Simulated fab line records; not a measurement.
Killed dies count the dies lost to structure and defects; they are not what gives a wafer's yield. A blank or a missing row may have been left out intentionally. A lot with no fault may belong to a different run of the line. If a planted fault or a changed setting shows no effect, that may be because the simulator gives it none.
Which of the tools did it? / flow nandHarc / 11 lots (33 wafers sampled), 1 step of a 1302-step route

== WHAT THE GAUGES SHOWED, per wafer ==
NHARC_A_CHANNEL_HOLE_D2_OVL_MEAS_11.
lot=L938; measured=day 13 00:06; on=overlay-02; overlayXNm (nm)=0.3 1.0 0.2
lot=L941; measured=day 14 09:58; on=overlay-01; overlayXNm (nm)=-1.6 -0.8 -1.6
lot=L940; measured=day 14 10:41; on=overlay-02; overlayXNm (nm)=0.8 0.4 0.6
lot=L943; measured=day 14 20:25; on=overlay-02; overlayXNm (nm)=-0.8 -0.8 -0.4
lot=L945; measured=day 16 05:44; on=overlay-02; overlayXNm (nm)=0.8 0.6 0.5
lot=L948; measured=day 17 06:23; on=overlay-01; overlayXNm (nm)=0.3 0.7 0.3
lot=L949; measured=day 17 08:08; on=overlay-02; overlayXNm (nm)=-0.7 0.0 -0.6
lot=L956; measured=day 20 08:35; on=overlay-02; overlayXNm (nm)=-0.3 0.0 0.0
lot=L957; measured=day 21 04:50; on=overlay-01; overlayXNm (nm)=-0.5 -0.5 -0.3
lot=L960; measured=day 22 10:10; on=overlay-01; overlayXNm (nm)=0.2 0.3 1.0
lot=L961; measured=day 22 22:07; on=overlay-01; overlayXNm (nm)=0.2 -0.5 0.4

== TOOL THAT RAN EACH LOT (tool first, then ch and the chambers of the sampled wafers, then the start) ==
No process step before these readings appears in the record.

== THE ANSWER, worked out from the rows above alone ==
Rule: what is usual is taken from the lots themselves. The widest of any qualifying gaps counts: lots, ordered by their means at a reading, are off when they make up no more than a third of the lots, leave a main group of 4 or more, and stand apart from it by 3 or more times the standard deviation of that group's means. If all means in a main group match to the digits the tables above print for the reading, that group is not used. A lot without any number at a reading at which 4 lots or more have one is off too. All remaining lots with rows at the step are treated as sound.
No lot is off at any reading shown: from this, nothing can be told.

== WHAT WAS PUT IN BY THE SIMULATOR ==
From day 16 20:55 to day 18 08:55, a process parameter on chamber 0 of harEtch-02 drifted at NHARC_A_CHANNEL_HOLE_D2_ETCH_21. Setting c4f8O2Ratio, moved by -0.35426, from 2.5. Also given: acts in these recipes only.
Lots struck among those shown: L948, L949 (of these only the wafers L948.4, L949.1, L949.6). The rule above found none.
